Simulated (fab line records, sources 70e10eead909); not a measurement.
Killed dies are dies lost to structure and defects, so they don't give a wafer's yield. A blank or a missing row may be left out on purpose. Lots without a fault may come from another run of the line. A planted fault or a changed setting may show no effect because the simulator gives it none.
fab line records | flow nand_harc
record lots=12 wafers=36 last_day=33
route steps=1302 shown P_CONTACT@247 P_M0@264
lots that met no fault: from a run of the same line without faults
start_h: hours from the record's first day to the start of the lot's first wafer shown | wait_h: hours since the lot's step before | " the same as in the row above | L1.1+2: a row that stands for several wafers | - no value, or no start given | * or withheld: withheld | < > ~ a bound
route shown NAME@n: a module of which the file shows steps, and the number in the route of the first | usual: mean/standard deviation of fault-free wafers | same: alike in all rows | chamber/n: place in a boat | sites: the reading at each site | _std_site: their standard deviation | _edge_site: outer sites' mean less inner sites' | radius_mm: how far each site lies from the wafer's centre | mask NAME#n: copy n | behind: the tool/chamber that last shaped the wafer | hold: why the lot was held/for how many hours/how that ended | device: the transistor (n, p or np) that didn't switch | end of line: the same wafers' tests at the end of the route | a step without rows: its recipe alone | killed: dies lost to structure and defects at the first sort, not the wafer's yield | map: a wafer's dies, x killed, . not, _ none there
set.NAME: the setting as run; set.NAME@STEP: as run at that earlier step | model.NAME: the simulator's own value behind a step, which no gauge read
steps of the route over a sample of lots; a table a step, a row a wafer
services: from which hour (start_h, from the record's first day; less than 0 if before it) a tool's chamber was out of use, for how many hours, and why
## steps
# step NHARC_P_CONTACT_ALD_22
# recipe target_thk_a=30 pulse_time_s=1 ald_cycles=150 temp_c=450 material=TiN
# usual heater_power_w=1076/110 precursor_pulse_height_rel=1.001/0.021
# columns lot.wafer tool chamber start_h wait_h heater_power_w precursor_pulse_height_rel
L270.4 ald_metal-01 3 148.29 - 974 0.972
L270.1 " 0 " " 1135 1.038
L270.6 " 2 " " 1055 1.002
L272.1 ald_metal-01 2 163.50 - 1053 0.999
L272.2 " 1 " " 1145 0.974
L272.5 " 3 " " 962 1.002
L273.3 ald_metal-01 1 169.87 - 1137 0.991
L273.2 " 3 " " 990 0.995
L273.6 " 1 " " 1125 0.981
L276.2 ald_metal-02 3 198.68 - 1068 1.013
L276.4 " 1 " " 1078 1.006
L276.1 " 2 " " 1253 1.030
L278.3 ald_metal-04 2 214.85 - 1186 0.992
L278.6 " 1 " " 808 1.005
L278.5 " 2 " " 1182 0.994
L284.3 ald_metal-04 3 282.06 - 1094 0.971
L284.4 " 0 " " 1095 0.980
L284.5 " 1 " " 806 0.960
L286.1 ald_metal-01 2 297.92 - 1017 1.000
L286.4 " 0 " " 1085 1.027
L286.5 " 2 " " 1030 0.994
L287.1 ald_metal-04 2 319.31 - 1209 0.990
L287.6 " 2 " " 1220 1.031
L287.5 " 3 " " 1062 0.977
L288.2 ald_metal-01 0 325.73 - 1153 1.000
L288.3 " 1 " " 1092 0.982
L288.5 " 0 " " 1122 0.983
L289.3 ald_metal-02 2 326.07 - 1285 1.005
L289.4 " 3 " " 1046 0.957
L289.5 " 1 " " 1086 0.996
L290.3 ald_metal-04 2 339.98 - 1220 0.991
L290.1 " 0 " " 1055 1.025
L290.5 " 2 " " 1250 0.978
L291.2 ald_metal-04 3 347.96 - 1046 0.984
L291.4 " 0 " " 1049 1.006
L291.6 " 3 " " 1075 1.034
# step NHARC_P_M0_OVL_MEAS_10
# recipe pitch_nm=180
# usual overlay_x_nm=0.1/0.92 overlay_y_nm=0.2/0.9
# columns lot.wafer tool chamber start_h wait_h overlay_x_nm overlay_y_nm
L270.1 overlay-01 - 150.49 - 1.5 0.3
L270.4 " - " " 1.3 0.2
L270.6 " - " " 1.2 -0.3
L272.1 overlay-01 - 165.63 - -0.9 -1.1
L272.2 " - " " -1.1 -1.0
L272.5 " - " " -0.9 -0.8
L273.2 overlay-02 - 172.00 - 0.6 -0.7
L273.3 " - " " -0.1 -0.6
L273.6 " - " " 0.4 -0.6
L276.1 overlay-02 - 200.91 - 0.5 -0.4
L276.2 " - " " 0.4 -0.6
L276.4 " - " " 0.4 -0.5
L278.3 overlay-02 - 216.95 - -1.0 1.1
L278.5 " - " " -1.0 0.9
L278.6 " - " " -1.2 0.7
L284.3 overlay-01 - 284.29 - 1.4 -0.1
L284.4 " - " " 1.5 -0.2
L284.5 " - " " 1.8 -0.4
L286.1 overlay-01 - 300.15 - 0.6 -0.6
L286.4 " - " " -0.2 -0.5
L286.5 " - " " -0.1 -0.4
L287.1 overlay-01 - 321.47 - 0.1 -0.9
L287.5 " - " " -0.3 -1.4
L287.6 " - " " -0.4 -1.4
L288.2 overlay-01 - 327.98 - -0.6 0.8
L288.3 " - " " -0.8 0.9
L288.5 " - " " -0.8 0.5
L289.3 overlay-01 - 328.29 - 0.5 0.7
L289.4 " - " " 0.8 0.3
L289.5 " - " " 0.6 0.6
L290.1 overlay-02 - 342.22 - 1.5 0.0
L290.3 " - " " 0.9 0.1
L290.5 " - " " 1.2 0.2
L291.2 overlay-01 - 350.19 - 1.0 0.4
L291.4 " - " " 1.0 -0.3
L291.6 " - " " 1.0 1.0
# step NHARC_P_M0_ETCH_34
# recipe target_depth_a=400 overetch_a=120 time_s=43.94 ion_energy_ev=200 n2_flow_sccm=150 h2_flow_sccm=150 ar_flow_sccm=0 rf_w=400 bias_w=150 chemistry=N2/H2
# usual drypump_motor_current_A=5.5/0.43 h2_flow_sccm=150.0/0.49 oes_product_au=1.001/0.0095 rf_vpp_V=430.4/2.2 run_length_s=65.1/0.3 showerhead_plenum_p_Torr=2.04/0.076 throttle_valve_pct=14.171/0.0081
# columns lot.wafer tool chamber start_h wait_h drypump_motor_current_A h2_flow_sccm oes_product_au rf_hours_counter_h rf_vpp_V run_length_s showerhead_plenum_p_Torr throttle_valve_pct
L270.4 rie_diel-05 2 150.68 0.1 5.8 150.3 0.977 13 430.4 65.1 2.05 14.167
L270.1 " 1 " " 5.5 150.5 1.003 14 434.0 64.9 2.17 14.169
L270.6 " 3 " " 4.9 150.0 0.990 - 428.9 65.6 1.98 14.173
L272.2 rie_diel-05 3 165.81 0.1 4.9 150.7 1.003 14 428.9 64.8 1.98 14.181
L272.1 " 2 " " 5.8 149.5 0.987 16 432.1 65.0 2.05 14.165
L272.5 " 0 " " 5.5 149.6 1.000 - 430.3 64.8 2.01 14.167
L273.3 rie_diel-05 3 172.19 0.1 4.9 149.6 1.005 15 428.3 64.8 1.98 14.171
L273.2 " 0 " " 5.5 149.7 1.011 20 429.9 64.8 2.01 14.170
L273.6 " 3 " " 4.9 150.0 1.006 - 429.3 65.1 1.98 14.161
L276.1 rie_diel-05 0 201.10 0.1 5.5 150.6 1.016 23 429.7 55.7 2.01 14.161
L276.2 " 2 " " 5.7 151.2 1.006 20 429.9 65.3 2.05 14.172
L276.4 " 3 " " 4.9 149.1 0.999 18 428.9 65.1 1.98 14.175
L278.3 rie_diel-03 3 217.14 0.1 5.4 150.3 1.015 32 429.0 65.2 1.96 14.162
L278.6 " 1 " " 6.2 150.8 0.998 - 427.4 64.6 1.90 14.175
L278.5 " 2 " " 5.2 149.2 1.003 - 431.6 65.4 2.15 14.175
L284.3 rie_diel-05 0 284.48 0.1 5.5 149.6 0.991 3 430.0 64.9 2.01 14.156
L284.4 " 1 " " 5.5 149.3 1.006 3 433.7 64.8 2.16 14.206
L284.5 " 3 " " 4.9 150.6 0.994 - 429.2 65.2 1.98 14.170
L286.1 rie_diel-05 3 300.33 0.1 4.9 149.7 0.998 5 431.0 64.9 1.98 14.160
L286.4 " 1 " " 5.5 149.6 1.010 6 434.3 64.8 2.16 14.165
L286.5 " 3 " " 4.9 149.7 1.001 - 428.6 64.8 1.98 14.173
L287.1 rie_diel-10 3 321.67 0.1 4.6 150.9 0.993 22 431.0 65.8 2.07 14.178
L287.6 " 0 " " 5.5 149.8 0.994 - 430.7 65.6 2.06 14.166
L287.5 " 1 " " 6.4 150.1 0.985 - 428.3 65.3 1.95 14.161
L288.2 rie_diel-05 2 328.17 0.1 5.8 149.1 0.994 9 431.3 65.1 2.05 14.154
L288.3 " 1 " " 5.5 150.0 1.017 12 433.5 65.0 2.16 14.172
L288.5 " 3 " " 4.9 149.5 1.004 - 429.7 64.9 1.97 14.159
L289.3 rie_diel-05 1 328.49 0.1 5.5 150.4 1.017 12 433.8 64.7 2.16 14.186
L289.4 " 2 " " 5.8 149.3 0.998 9 430.4 65.0 2.05 14.169
L289.5 " 0 " " 5.5 149.2 0.998 - 429.2 65.0 2.01 14.185
L290.1 rie_diel-03 0 342.41 0.1 6.3 150.0 1.003 18 427.7 65.1 1.97 14.173
L290.3 " 2 " " 5.2 150.1 0.990 20 433.0 65.5 2.14 14.176
L290.5 " 3 " " 5.4 149.7 0.996 - 428.2 65.2 1.95 14.172
L291.2 rie_diel-05 2 350.37 0.1 5.8 149.7 0.998 11 430.6 65.5 2.04 14.182
L291.4 " 1 " " 5.5 150.3 1.011 14 434.3 64.8 2.16 14.162
L291.6 " 3 " " 4.9 150.5 1.003 - 428.2 64.7 1.97 14.162
# step NHARC_P_M0_ANNEAL_30
# recipe temp_c=225 time_s=90
# usual wafer_temp_C_max=226.2/0.32
# columns lot.wafer tool chamber start_h wait_h wafer_temp_C_max
L270.1 rtp_anneal-02 0 152.25 0.3 226.6
L270.4 " 0 " " 226.2
L270.6 " 0 " " 226.8
L272.1 rtp_anneal-02 0 167.49 0.3 226.7
L272.2 " 0 " " 226.3
L272.5 " 0 " " 226.6
L273.2 rtp_anneal-01 0 173.81 - 226.3
L273.3 " 0 " " 226.0
L273.6 " 0 " " 226.1
L276.1 rtp_anneal-02 0 202.84 0.3 226.2
L276.2 " 0 " " 226.4
L276.4 " 0 " " 226.8
L278.3 rtp_anneal-01 0 218.82 0.3 225.6
L278.5 " 0 " " 226.0
L278.6 " 0 " " 225.7
L284.3 rtp_anneal-01 0 286.21 - 226.1
L284.4 " 0 " " 225.9
L284.5 " 0 " " 226.3
L286.1 rtp_anneal-02 0 301.95 - 226.9
L286.4 " 0 " " 226.0
L286.5 " 0 " " 226.3
L287.1 rtp_anneal-01 0 323.29 - 226.5
L287.5 " 0 " " 226.2
L287.6 " 0 " " 226.3
L288.2 rtp_anneal-02 0 329.79 0.4 226.0
L288.3 " 0 " " 226.1
L288.5 " 0 " " 225.6
L289.3 rtp_anneal-01 0 330.29 0.4 226.0
L289.4 " 0 " " 226.0
L289.5 " 0 " " 226.1
L290.1 rtp_anneal-01 0 343.97 0.3 226.2
L290.3 " 0 " " 225.7
L290.5 " 0 " " 226.5
L291.2 rtp_anneal-01 0 352.00 - 225.8
L291.4 " 0 " " 226.1
L291.6 " 0 " " 225.8
## services
# columns tool chamber start_h hours kind
rie_diel-05 0 133.31 - clean
rie_diel-05 1 133.31 - clean
rie_diel-05 2 133.31 - clean
rie_diel-05 3 133.31 - clean
ald_metal-01 2 153.85 6.4 repair
rie_diel-03 1 173.72 6.8 repair
ald_metal-02 0 176.66 3.4 repair
ald_metal-01 3 212.20 28.4 repair
rie_diel-10 2 230.75 2.6 repair
rie_diel-05 1 234.06 6.6 repair
rie_diel-05 - 237.82 0.6 repair
rie_diel-10 - 244.12 9.0 pm
rie_diel-03 2 249.87 12.2 repair
rie_diel-05 - 252.25 9.0 pm
ald_metal-02 - 254.00 10.0 pm
rie_diel-05 3 263.37 3.2 repair
rie_diel-05 - 267.07 1.0 repair
ald_metal-02 - 274.92 0.5 repair
rie_diel-03 - 284.60 9.0 pm
ald_metal-04 - 296.00 10.0 pm
rie_diel-10 3 296.09 15.7 repair
rie_diel-10 1 313.94 5.3 repair
rie_diel-05 2 320.37 6.9 repair
ald_metal-01 - 348.00 10.0 pm
## key
first_sign step=NHARC_P_M0_ETCH_34 reading=run_length_s direction=down sigmas=31 usual=* struck=*
effect none on later readings
met_at NHARC_P_M0_ETCH_34
struck_lots L276
struck_wafers L276.1
not_acting_at NHARC_P_CONTACT_ALD_22,NHARC_P_M0_OVL_MEAS_10,NHARC_P_M0_ANNEAL_30
onset_between 172.19 201.10
fault kind=process_parameter_drift tool=rie_diel-05 chamber=0 onset_h=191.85 steps=NHARC_P_M0_ETCH_34 channel=time_s offset=* shape=step end_h=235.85 acts_in=* stated=*
